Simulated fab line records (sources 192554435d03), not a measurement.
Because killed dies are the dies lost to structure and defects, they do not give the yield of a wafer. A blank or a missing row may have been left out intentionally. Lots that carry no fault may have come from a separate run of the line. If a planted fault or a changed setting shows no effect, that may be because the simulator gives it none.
Split-lot trial ; flow n5Finfet ; 21 wafers read across 7 lots, on a route 1938 steps long

THE SPLIT
At N5_BEOL_M0_SAQP_PECVD_96 (deposits a-Si from SiH4/He, target thk 45 nm, time 45.2 s), the setting timeS was moved away from the recipe's 45.2 s on 9 of the 21 wafers read, by -11.3% to +13.5%. For the rest of the wafers, this setting stayed at what the recipe calls for.

FROM THE SPLIT TO THE READING: what the file shows between them, 5 steps
- N5_BEOL_M0_SAQP_PEB_12: peb time 60 s (also split here: pebTimeS)
- N5_BEOL_M0_SAQP_DEVELOP_13: develop time 30 s
- N5_BEOL_M0_SAQP_CD_MEAS_14: target cd 42.5 nm
- N5_BEOL_M0_SAQP_ETCH_101: etches SiNx in CH3F/O2, target depth 29.9 nm, time 42.7 s
- N5_BEOL_M0_SAQP_ETCH_102: etches SiO2 in CF4, target depth 4 nm, time 4.4 s

THE READING
oesProductAu, in a.u., at N5_BEOL_M0_SAQP_MANDREL_ETCH_103 (etches a-Si in HBr/Cl2, stops on SiCN, target depth 45 nm, bt time 10 s, time 27 s). Fault-free wafers of this fab line usually give 0.681 a.u., standard deviation 0.011 a.u.

wafer;tool, chamber at the split;timeS as run, s;against the recipe;oesProductAu, a.u.;against lot-mates on the recipe
L074.1;pecvd-03, 1,0;45.2;recipe;0.681;-
L074.2;pecvd-03, 1,0;45.2;recipe;0.674;-
L074.5;pecvd-03, 2;51.32;+13.5%;0.717;+0.039
L075.1;pecvd-01, 2;45.2;recipe;0.700;-
L075.2;pecvd-01, 0;45.2;recipe;0.683;-
L075.3;pecvd-01, 1;45.2;recipe;0.678;-
L077.1;pecvd-04, 0;50.88;+12.6%;0.728;no lot-mate on the recipe
L077.3;pecvd-04, 2;50.88;+12.6%;0.739;no lot-mate on the recipe
L077.5;pecvd-04, 2;50.88;+12.6%;0.737;no lot-mate on the recipe
L080.1;pecvd-03, 0;45.2;recipe;0.681;-
L080.2;pecvd-03, 2;45.2;recipe;0.677;-
L080.6;pecvd-03, 1;45.2;recipe;0.690;-
L088.1;pecvd-04, 0;49.73;+10.0%;0.707;+0.030
L088.2;pecvd-04, 2;45.2;recipe;0.677;-
L088.4;pecvd-04, 2;49.73;+10.0%;0.741;+0.064
L092.1;pecvd-04, 1;45.2;recipe;0.680;-
L092.2;pecvd-04, 0;45.2;recipe;0.698;-
L092.3;pecvd-04, 0;40.72;-9.9%;0.639;-0.050
L093.1;pecvd-01, 1;45.2;recipe;0.683;-
L093.2;pecvd-01, 0;40.09;-11.3%;0.638;-0.045
L093.5;pecvd-01, 0;40.09;-11.3%;0.643;-0.040
Where a row lists several chambers, the file gives one row for several wafers and doesn't say which wafer went through which chamber.

FIT RESULTS
A straight line over all 21 wafers: oesProductAu changes by +0.00382 a.u. for each +1% of timeS; r = +0.95; the points scatter about the line by 0.0098 a.u.
The same after taking each lot's own level away (the mean of its wafers on the recipe; 18 wafers): +0.00397 a.u. for each +1%; r = +0.94; scatter 0.0099 a.u.
According to that fit, moving timeS by its largest amount changes the reading by 0.054 a.u.
Across the lots, their own levels run from 0.6770 to 0.6890 a.u., a range of 1.1 times the standard deviation given above.
Hence the lot-to-lot level has little effect on the slope; both slopes agree.
Check: for one of the wafers moved furthest among these (+13.5%), held out of the fit, the line's prediction against its lot-mates is +0.0596 a.u. It came out at +0.0395 a.u. against them.

THESE WAFERS: OTHER SPLITS
Other splits were also applied to these wafers ahead of the reading. Each is held against what the fit with the lots' levels taken away leaves over:
other split on the same wafers;wafers away from the commonest value;r with oesProductAu (lot level and that fit taken away)
N5_HKMG_FIN_CVD_62 tempC;12;-0.11
N5_GATE_CUT_CUT_ETCH_54 biasW;8;+0.03
N5_MOL_CONTACT_COAG_ALD_27 aldCycles;5;-0.18
N5_MOL_CONTACT_COAG_COAT_77 spinRpm;6;+0.02
N5_BEOL_M0_SAQP_PEB_12 pebTimeS;6;-0.18

THE WHOLE CHAIN: every reading that the file lists as answering this split, in the file's order
step;what it does;reading;change (the file's fit);r (the file's)
N5_BEOL_M0_SAQP_PECVD_96;deposits a-Si from SiH4/He, target thk 45 nm, time 45.2 s;a-Si_of_BEOL_M0_SAQP_PECVD_96.thkNm (the simulator's own value, which no gauge read);+0.426 nm for each +1% of the setting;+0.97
N5_BEOL_M0_SAQP_MANDREL_ETCH_103;etches a-Si in HBr/Cl2, stops on SiCN, target depth 45 nm, bt time 10 s, time 27 s;oesProductAu;+0.00388 a.u. for each +1% of the setting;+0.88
N5_BEOL_M0_SAQP_MANDREL_ETCH_103;etches a-Si in HBr/Cl2, stops on SiCN, target depth 45 nm, bt time 10 s, time 27 s;etch.depthNm (the simulator's own value, which no gauge read);+0.431 nm for each +1% of the setting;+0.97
N5_BEOL_M0_SAQP_ETCH_107;etches SiNx in CH3F/O2, target depth 30 nm;a-Si_of_BEOL_M0_SAQP_PECVD_96.thkNm (the simulator's own value, which no gauge read);+0.424 nm for each +1% of the setting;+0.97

THE FILE'S OWN FIT
oesProductAu changes by +0.00388 a.u. for each +1% of timeS, r = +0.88.
